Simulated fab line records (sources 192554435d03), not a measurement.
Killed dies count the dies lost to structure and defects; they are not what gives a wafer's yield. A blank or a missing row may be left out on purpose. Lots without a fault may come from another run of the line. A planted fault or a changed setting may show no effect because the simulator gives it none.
Matching of chambers    flow n5 finfet    rie diel-03 running N5_BEOL_M9_STRIP_67: 4 sister chambers
The step strips in CF4. 4 wafers are shown with their chamber, then 11 later ones without.

WAFERS WITH THEIR CHAMBER
wafer   chamber  showerhead plenum p Torr (Torr)
L087.3  0        1.73
L088.4  1        1.78
L088.5  2        1.72
L090.1  3        1.85

WAFERS MISSING THEIR CHAMBER
wafer   showerhead plenum p Torr (Torr)
L090.3  1.77
L090.5  1.77
L093.2  1.77
L093.3  1.85
L093.5  1.73
L092.2  1.72
L092.3  1.77
L092.6  1.73
L096.1  1.77
L096.2  1.73
L096.5  1.73

CHAMBER TAKEN BY EACH
wafer   from the rows above      in truth
L090.3  1                        1
L090.5  1                        1
L093.2  1                        1
L093.3  3                        3
L093.5  can't be placed: 0 or 2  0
L092.2  can't be placed: 2 or 0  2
L092.3  1                        1
L092.6  can't be placed: 0 or 2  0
L096.1  1                        1
L096.2  can't be placed: 0 or 2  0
L096.5  can't be placed: 0 or 2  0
6 of 11 placed correctly. Can't be placed from these rows: 5 (the true chamber is among the candidates in 5). 0 placed wrongly.
How it was worked out, from the rows above alone: a wafer's distance from a chamber is the root of the sum, over the readings, of the square of ((its reading less the chamber's mean) divided by the reading's scatter). The wafer belongs to the nearest chamber; if the next one is less than 2 further off, it can't be placed. The mean given for a chamber averages the wafers shown for that chamber. The scatter (one wafer shown for each chamber): square how far every hidden wafer sits from the nearest shown wafer, average those squares and take the square root.
